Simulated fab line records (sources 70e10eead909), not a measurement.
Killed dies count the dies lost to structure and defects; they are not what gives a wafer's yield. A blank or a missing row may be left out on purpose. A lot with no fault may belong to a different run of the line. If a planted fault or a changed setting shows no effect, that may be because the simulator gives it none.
Matching of chambers -- flow nand harc -- NHARC_P_GATE_ALD_36 on ald sin-02 has 4 sister chambers
The step deposits SiNx, target thk 20 nm, pulse time 60 s, ald cycles 223. 8 wafers are shown with their chamber, then 8 later ones without.

== WAFERS PAIRED WITH THEIR CHAMBERS ==
wafer,chamber,heater power w (W),precursor pulse height rel
L078.5,0,871,1.039
L081.6,2,763,1.023
L084.3,2,754,0.998
L084.2,3,856,1.007
L086.1,3,839,0.993
L086.5,0,873,1.012
L086.6,1,892,1.007
L088.3,1,899,0.990

== WAFERS WITH NO CHAMBER GIVEN ==
wafer,heater power w (W),precursor pulse height rel
L088.5,847,0.974
L088.6,746,0.982
L092.1,849,1.006
L092.3,891,0.987
L092.2,923,0.980
L095.4,969,0.972
L095.2,884,0.988
L095.6,969,1.006

== THE CHAMBER EACH PASSED THROUGH ==
wafer,from the rows above,in truth
L088.5,3,3
L088.6,2,2
L092.1,3,3
L092.3,1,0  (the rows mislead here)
L092.2,1,1
L095.4,1,1
L095.2,can't be placed: 1 or 0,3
L095.6,1,1
Correctly placed: 6 of 8. Can't be placed from these rows: 1 (the true chamber is among the candidates in 0). Number placed wrongly: 1.
How it was worked out, from the rows above alone: a wafer's distance from a chamber is the root of the sum, over the readings, of the square of ((its reading less the chamber's mean) divided by the reading's scatter). The wafer belongs to the nearest chamber; if the next one is less than 2 further off, it can't be placed. Each chamber's mean is taken over the wafers shown for it. How the scatter is found: for the shown wafers, subtract from each reading the mean of its chamber, square and add these, divide the total by (wafers less chambers), then take the root.
